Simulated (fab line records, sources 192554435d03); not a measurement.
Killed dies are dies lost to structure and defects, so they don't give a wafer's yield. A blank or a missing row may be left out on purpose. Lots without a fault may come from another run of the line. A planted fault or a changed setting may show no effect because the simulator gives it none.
Chamber matching | flow n5_finfet | N5_BEOL_M3_CMP_52 on cmp-04: 4 sister chambers
The step polishes, stops on SiOC, t overpolish 6.8 s, target thk 40 nm. 7 wafers are shown with their chamber, then 7 later ones without.

WAFERS WITH THEIR CHAMBER
wafer  | chamber | motor_current_A (A) | barrier_field_endpoint_s (s)
L083.6 | 2       | 6.1                 | 26.2
L085.5 | 2       | 6.1                 | 26.3
L089.1 | 1       | 5.8                 | 26.7
L089.5 | 1       | 5.8                 | 26.0
L089.6 | 0       | 6.4                 | 25.5
L090.3 | 3       | 6.0                 | 24.9
L090.4 | 0       | 6.6                 | 23.9

WAFERS WITHOUT THEIR CHAMBER
wafer  | motor_current_A (A) | barrier_field_endpoint_s (s)
L090.6 | 6.2                 | 24.5
L091.1 | 6.3                 | 25.5
L091.5 | 6.1                 | 25.9
L091.6 | 5.8                 | 25.9
L097.1 | 5.9                 | 24.5
L097.5 | 6.1                 | 24.8
L097.6 | 6.4                 | 25.5

WHICH CHAMBER EACH WENT THROUGH
wafer  | from the rows above          | in truth
L090.6 | can't be placed: 3 or 2 or 0 | 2
L091.1 | can't be placed: 2 or 0 or 3 | 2
L091.5 | can't be placed: 2 or 3      | 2
L091.6 | 1                            | 1
L097.1 | can't be placed: 3 or 1      | 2
L097.5 | can't be placed: 3 or 2      | 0
L097.6 | 0                            | 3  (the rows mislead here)
Placed correctly: 1 of 7. Can't be placed from these rows: 5 (the true chamber is among the candidates in 3). Placed wrongly: 1.
How it was worked out, from the rows above alone: a wafer's distance from a chamber is the root of the sum, over the readings, of the square of ((its reading less the chamber's mean) divided by the reading's scatter). The wafer belongs to the nearest chamber; if the next one is less than 2 further off, it can't be placed. A chamber's mean is the mean of its shown wafers. The scatter: the root of (the sum of the squares of (reading less its chamber's mean) over the shown wafers, divided by (wafers less chambers)).
